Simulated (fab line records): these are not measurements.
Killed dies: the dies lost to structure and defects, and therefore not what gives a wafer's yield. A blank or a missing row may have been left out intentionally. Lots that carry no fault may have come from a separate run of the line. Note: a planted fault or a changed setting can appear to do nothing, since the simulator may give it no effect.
Which tool was responsible? || flow nand-harc || 6 lots with 18 wafers sampled at 4 steps, on a route of 1302 steps

== WHAT THE GAUGES READ, wafer by wafer ==
NHARC_A_ONON_D2_THK_MEAS_27: measures by ellipsometry.
{"lot": "L406", "measured": "day 13 13:09", "on": "film-metro-02", "thk-nm (nm)": "1007 1007 1008"}
{"lot": "L408", "measured": "day 14 14:28", "on": "film-metro-01", "thk-nm (nm)": "1020 1020 1020"}
{"lot": "L416", "measured": "day 18 06:08", "on": "film-metro-02", "thk-nm (nm)": "668 669 668"}
{"lot": "L419", "measured": "day 18 20:21", "on": "film-metro-01", "thk-nm (nm)": "1001 1003 1001"}
{"lot": "L425", "measured": "day 21 20:25", "on": "film-metro-02", "thk-nm (nm)": "1012 1009 1009"}
{"lot": "L427", "measured": "day 22 15:39", "on": "film-metro-02", "thk-nm (nm)": "1002 1002 1001"}

== EACH LOT AND THE TOOL THAT RAN IT (in order: tool; ch and the chambers of the sampled wafers; start) ==
{"lot": "L406", "NHARC_A_CHANNEL_FILL_D1_ETCHBACK_08": "rie-diel-06 ch 0,1, day 11 16:23 or earlier", "NHARC_A_CHANNEL_FILL_D1_STRIP_29": "rie-diel-06 ch 0,1,3, day 11 16:23 or earlier", "NHARC_A_ONON_D2_DEP_25": "pecvd-onon-04 ch 0, day 13 12:38"}
{"lot": "L408", "NHARC_A_CHANNEL_FILL_D1_ETCHBACK_08": "rie-diel-01 ch 0,2,3, day 12 15:20 or earlier", "NHARC_A_CHANNEL_FILL_D1_STRIP_29": "rie-diel-01 ch 0,1,3, day 12 15:20 or earlier", "NHARC_A_ONON_D2_DEP_25": "pecvd-onon-02 ch 0, day 14 14:01"}
{"lot": "L416", "NHARC_A_CHANNEL_FILL_D1_ETCHBACK_08": "rie-diel-01 ch 1,2, day 16 03:41 or earlier", "NHARC_A_CHANNEL_FILL_D1_STRIP_29": "rie-diel-01 ch 0,1,2, day 16 03:41 or earlier", "NHARC_A_ONON_D2_DEP_25": "pecvd-onon-02 ch 0, day 18 05:40"}
{"lot": "L419", "NHARC_A_CHANNEL_FILL_D1_ETCHBACK_08": "rie-diel-01 ch 0,1, day 16 16:44 or earlier", "NHARC_A_CHANNEL_FILL_D1_STRIP_29": "rie-diel-01 ch 0,1,2, day 16 16:44", "NHARC_A_ONON_D2_DEP_25": "pecvd-onon-04 ch 0, day 18 19:50"}
{"lot": "L425", "NHARC_A_CHANNEL_FILL_D1_ETCHBACK_08": "rie-diel-01 ch 2,3, day 19 17:05 or earlier", "NHARC_A_CHANNEL_FILL_D1_STRIP_29": "rie-diel-01 ch 0,1,2, day 19 17:05 or earlier", "NHARC_A_ONON_D2_DEP_25": "pecvd-onon-01 ch 0, day 21 19:55"}
{"lot": "L427", "NHARC_A_CHANNEL_FILL_D1_ETCHBACK_08": "rie-diel-06 ch 1,2,3, day 20 15:49 or earlier", "NHARC_A_CHANNEL_FILL_D1_STRIP_29": "rie-diel-06 ch 0,1,3, day 20 15:49 or earlier", "NHARC_A_ONON_D2_DEP_25": "pecvd-onon-01 ch 0, day 22 15:12"}
- NHARC_A_CHANNEL_FILL_D1_ETCHBACK_08: etches the open film in C4F8, target depth 220 nm, time 110 s.
- NHARC_A_CHANNEL_FILL_D1_STRIP_29: strips in O2, time 20 s.
- NHARC_A_ONON_D2_DEP_25: target thk 1000 nm.

== THE ANSWER, worked out from the rows above alone ==
Rule: the lots themselves supply what counts as usual. The widest of any qualifying gaps counts: lots, ordered by their means at a reading, are off when they make up no more than a third of the lots, leave a main group of 4 or more, and stand apart from it by 3 or more times the standard deviation of that group's means. The tables above print the reading to a certain number of digits; a main group whose means all agree to those digits is not used. A lot without any number at a reading at which 4 lots or more have one is off too. Where the step has rows for the other lots, those lots are counted as sound.
Off at NHARC_A_ONON_D2_THK_MEAS_27 (thk-nm): L416. The main group: mean 1008 nm, standard deviation 6.8.
A tool fits if, at a process step before that reading, it ran every lot that is off, and no sound lot after the first of them. Gauges at NHARC_A_ONON_D2_THK_MEAS_27: tried the same way as those tools. With no start given for some of its lots, NHARC_A_CHANNEL_FILL_D1_ETCHBACK_08 uses the hours and lot order of NHARC_A_CHANNEL_FILL_D1_INSPECT_13. With no start given for some of its lots, NHARC_A_CHANNEL_FILL_D1_STRIP_29 uses the hours and lot order of NHARC_A_CHANNEL_FILL_D1_INSPECT_13. One fits: NHARC_A_ONON_D2_DEP_25 on pecvd-onon-02. Its last sound lot is L408 (day 14 14:01), its first lot that is off L416 (day 18 05:40): a fault that began between those two fits.

== WHAT WAS PUT IN BY THE SIMULATOR ==
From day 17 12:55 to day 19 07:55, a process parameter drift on pecvd-onon-02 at NHARC_A_ONON_D2_DEP_25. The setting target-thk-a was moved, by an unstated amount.
Lots struck among those shown: L416. The rule above found the same.
